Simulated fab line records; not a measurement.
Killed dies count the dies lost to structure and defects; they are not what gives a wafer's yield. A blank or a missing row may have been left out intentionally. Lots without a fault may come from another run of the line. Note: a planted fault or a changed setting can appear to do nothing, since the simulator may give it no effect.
Matching of chambers | flow nand_harc | NHARC_A_STAIRCASE_ALD_415 on ald_hk-04: 4 sister chambers
The step deposits SiO2, target thk 30 nm, pulse time 6 s, ald cycles 300. 27 wafers are shown with their chamber, then 12 later ones without.

## WAFERS WITH THEIR CHAMBER
wafer  | chamber | heater_power_w (W) | precursor_pulse_height_rel
L075.3 | 3       | 498                | 1.039
L075.5 | 2       | 422                | 1.029
L075.6 | 1       | 442                | 1.010
L078.2 | 2       | 434                | 1.005
L078.5 | 2       | 422                | 0.991
L078.6 | 3       | 489                | 1.019
L077.1 | 3       | 489                | 1.033
L077.3 | 2       | 434                | 0.956
L077.5 | 3       | 493                | 1.033
L079.1 | 0       | 458                | 1.024
L079.2 | 2       | 436                | 1.013
L079.6 | 1       | 440                | 1.016
L080.1 | 1       | 444                | 1.000
L080.2 | 3       | 492                | 1.016
L080.3 | 2       | 433                | 1.005
L084.4 | 0       | 443                | 0.997
L084.1 | 3       | 497                | 0.971
L084.5 | 1       | 439                | 0.980
L085.4 | 3       | 499                | 1.007
L085.5 | 2       | 453                | 1.013
L085.6 | 1       | 450                | 1.032
L092.2 | 3       | 481                | 0.954
L092.3 | 2       | 436                | 1.013
L092.6 | 0       | 430                | 1.015
L092.1 | 0       | 420                | 0.977
L092.4 | 1       | 455                | 1.010
L092.5 | 3       | 486                | 1.018

SIGNATURES, as means of the wafers listed above
reading                    | chamber 0 | chamber 1 | chamber 2 | chamber 3 | scatter within a chamber
heater_power_w             | 437.75    | 445.00    | 433.75    | 491.56    | 9.21
precursor_pulse_height_rel | 1.00325   | 1.00800   | 1.00312   | 1.01000   | 0.0237
Rule: for a wafer and a chamber, the distance is found by dividing, reading by reading, the gap between the wafer's reading and the chamber's mean by the reading's scatter, squaring, summing and taking the root. If the next closest chamber is less than 2 further off than the closest, the wafer can't be placed; otherwise it belongs to the closest. The scatter is the square root of a quotient: the sum, over the shown wafers, of each reading's squared deviation from its chamber's mean, divided by wafers minus chambers.

## WAFERS WITHOUT THEIR CHAMBER
wafer  | heater_power_w (W) | precursor_pulse_height_rel
L095.2 | 489                | 0.999
L095.4 | 439                | 0.989
L095.6 | 446                | 1.009
L096.1 | 494                | 1.021
L096.4 | 419                | 0.995
L096.6 | 451                | 1.027
L096.2 | 433                | 1.027
L096.3 | 468                | 0.977
L096.5 | 421                | 0.999
L097.1 | 450                | 1.001
L097.2 | 432                | 1.044
L097.6 | 434                | 0.973

## EACH ONE'S CHAMBER
wafer  | from the rows above               | in truth
L095.2 | 3                                 | 3
L095.4 | can't be placed: 0 or 2 or 1      | 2
L095.6 | can't be placed: 1 or 0 or 2      | 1
L096.1 | 3                                 | 3
L096.4 | can't be placed: 2 or 0 or 1      | 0
L096.6 | can't be placed: 1 or 0 or 2      | 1
L096.2 | can't be placed: 2 or 0 or 1      | 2
L096.3 | can't be placed: 1 or 3 or 0 or 2 | 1
L096.5 | can't be placed: 2 or 0 or 1      | 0
L097.1 | can't be placed: 1 or 0 or 2      | 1
L097.2 | can't be placed: 2 or 0 or 1      | 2
L097.6 | can't be placed: 2 or 0 or 1      | 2
2 of 12 placed correctly. From these rows, 10 cannot be placed; in 10 the true chamber is one of the candidates. Wrongly placed: 0.
